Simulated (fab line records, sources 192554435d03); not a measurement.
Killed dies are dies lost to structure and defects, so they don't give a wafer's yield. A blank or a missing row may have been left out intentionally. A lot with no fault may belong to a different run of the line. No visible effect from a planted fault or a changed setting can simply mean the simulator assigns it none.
Chamber matching :: flow n5 finfet :: rie diel-02 running N5_BEOL_M11_ETCH_61: 4 sister chambers
The step etches SiARC in CF4, target depth 39 nm, time 65 s. 20 wafers are shown with their chamber, then 10 later ones without.

== WAFERS PAIRED WITH THEIR CHAMBERS ==
wafer: L074.1
chamber: 0
showerhead plenum p Torr (Torr): 2.21
drypump motor current A (A): 5.7
throttle valve pct (%): 15.94

wafer: L074.2
chamber: 2
showerhead plenum p Torr (Torr): 2.26
drypump motor current A (A): 5.7
throttle valve pct (%): 15.53

wafer: L074.3
chamber: 3
showerhead plenum p Torr (Torr): 1.96
drypump motor current A (A): 6.3
throttle valve pct (%): 15.64

wafer: L077.3
chamber: 3
showerhead plenum p Torr (Torr): 1.96
drypump motor current A (A): 6.3
throttle valve pct (%): 15.64

wafer: L077.4
chamber: 2
showerhead plenum p Torr (Torr): 2.26
drypump motor current A (A): 5.8
throttle valve pct (%): 15.54

wafer: L077.6
chamber: 3
showerhead plenum p Torr (Torr): 1.96
drypump motor current A (A): 6.3
throttle valve pct (%): 15.64

wafer: L084.1
chamber: 3
showerhead plenum p Torr (Torr): 1.96
drypump motor current A (A): 6.3
throttle valve pct (%): 15.66

wafer: L084.2
chamber: 0
showerhead plenum p Torr (Torr): 2.20
drypump motor current A (A): 5.7
throttle valve pct (%): 15.96

wafer: L084.4
chamber: 2
showerhead plenum p Torr (Torr): 2.26
drypump motor current A (A): 5.7
throttle valve pct (%): 15.56

wafer: L088.3
chamber: 3
showerhead plenum p Torr (Torr): 1.96
drypump motor current A (A): 6.3
throttle valve pct (%): 15.67

wafer: L088.5
chamber: 1
showerhead plenum p Torr (Torr): 2.13
drypump motor current A (A): 5.8
throttle valve pct (%): 15.64

wafer: L088.6
chamber: 3
showerhead plenum p Torr (Torr): 1.96
drypump motor current A (A): 6.3
throttle valve pct (%): 15.66

wafer: L087.3
chamber: 0
showerhead plenum p Torr (Torr): 2.20
drypump motor current A (A): 5.7
throttle valve pct (%): 15.95

wafer: L087.5
chamber: 0
showerhead plenum p Torr (Torr): 2.20
drypump motor current A (A): 5.7
throttle valve pct (%): 15.94

wafer: L087.6
chamber: 3
showerhead plenum p Torr (Torr): 1.96
drypump motor current A (A): 6.3
throttle valve pct (%): 15.65

wafer: L089.3
chamber: 0
showerhead plenum p Torr (Torr): 2.20
drypump motor current A (A): 5.7
throttle valve pct (%): 15.95

wafer: L089.5
chamber: 3
showerhead plenum p Torr (Torr): 1.96
drypump motor current A (A): 6.3
throttle valve pct (%): 15.65

wafer: L089.6
chamber: 1
showerhead plenum p Torr (Torr): 2.13
drypump motor current A (A): 5.8
throttle valve pct (%): 15.63

wafer: L091.1
chamber: 1
showerhead plenum p Torr (Torr): 2.13
drypump motor current A (A): 5.8
throttle valve pct (%): 15.65

wafer: L091.3
chamber: 2
showerhead plenum p Torr (Torr): 2.26
drypump motor current A (A): 5.8
throttle valve pct (%): 15.58

SIGNATURES (means of the wafers above)
reading: showerhead plenum p Torr
chamber 0: 2.2020
chamber 1: 2.1300
chamber 2: 2.2600
chamber 3: 1.9600
scatter within a chamber: 0.00224

reading: drypump motor current A
chamber 0: 5.700
chamber 1: 5.800
chamber 2: 5.750
chamber 3: 6.300
scatter within a chamber: 0.025

reading: throttle valve pct
chamber 0: 15.9480
chamber 1: 15.6400
chamber 2: 15.5525
chamber 3: 15.6513
scatter within a chamber: 0.0133
Rule: a wafer's distance from a chamber is the root of the sum, over the readings, of the square of ((its reading less the chamber's mean) divided by the reading's scatter). If the next closest chamber is less than 2 further off than the closest, the wafer can't be placed; otherwise it belongs to the closest. The scatter: the root of (the sum of the squares of (reading less its chamber's mean) over the shown wafers, divided by (wafers less chambers)).

== WAFERS WITH NO CHAMBER GIVEN ==
wafer: L091.5
showerhead plenum p Torr (Torr): 2.13
drypump motor current A (A): 5.8
throttle valve pct (%): 15.65

wafer: L094.2
showerhead plenum p Torr (Torr): 2.20
drypump motor current A (A): 5.7
throttle valve pct (%): 15.97

wafer: L094.4
showerhead plenum p Torr (Torr): 2.12
drypump motor current A (A): 5.8
throttle valve pct (%): 15.64

wafer: L094.5
showerhead plenum p Torr (Torr): 1.95
drypump motor current A (A): 6.3
throttle valve pct (%): 15.69

wafer: L095.2
showerhead plenum p Torr (Torr): 1.95
drypump motor current A (A): 6.3
throttle valve pct (%): 15.69

wafer: L095.5
showerhead plenum p Torr (Torr): 2.20
drypump motor current A (A): 5.7
throttle valve pct (%): 15.98

wafer: L095.6
showerhead plenum p Torr (Torr): 1.95
drypump motor current A (A): 6.3
throttle valve pct (%): 15.67

wafer: L096.2
showerhead plenum p Torr (Torr): 1.95
drypump motor current A (A): 6.3
throttle valve pct (%): 15.68

wafer: L096.3
showerhead plenum p Torr (Torr): 2.20
drypump motor current A (A): 5.7
throttle valve pct (%): 16.00

wafer: L096.5
showerhead plenum p Torr (Torr): 1.95
drypump motor current A (A): 6.3
throttle valve pct (%): 15.68

== THE CHAMBER EACH PASSED THROUGH ==
wafer: L091.5
from the rows above: 1
in truth: 1

wafer: L094.2
from the rows above: 0
in truth: 0

wafer: L094.4
from the rows above: 1
in truth: 1

wafer: L094.5
from the rows above: 3
in truth: 3

wafer: L095.2
from the rows above: 3
in truth: 3

wafer: L095.5
from the rows above: 0
in truth: 0

wafer: L095.6
from the rows above: 3
in truth: 3

wafer: L096.2
from the rows above: 3
in truth: 3

wafer: L096.3
from the rows above: 0
in truth: 0

wafer: L096.5
from the rows above: 3
in truth: 3
Correctly placed: 10 of 10. Number that these rows cannot place: 0. Wrongly placed: 0.
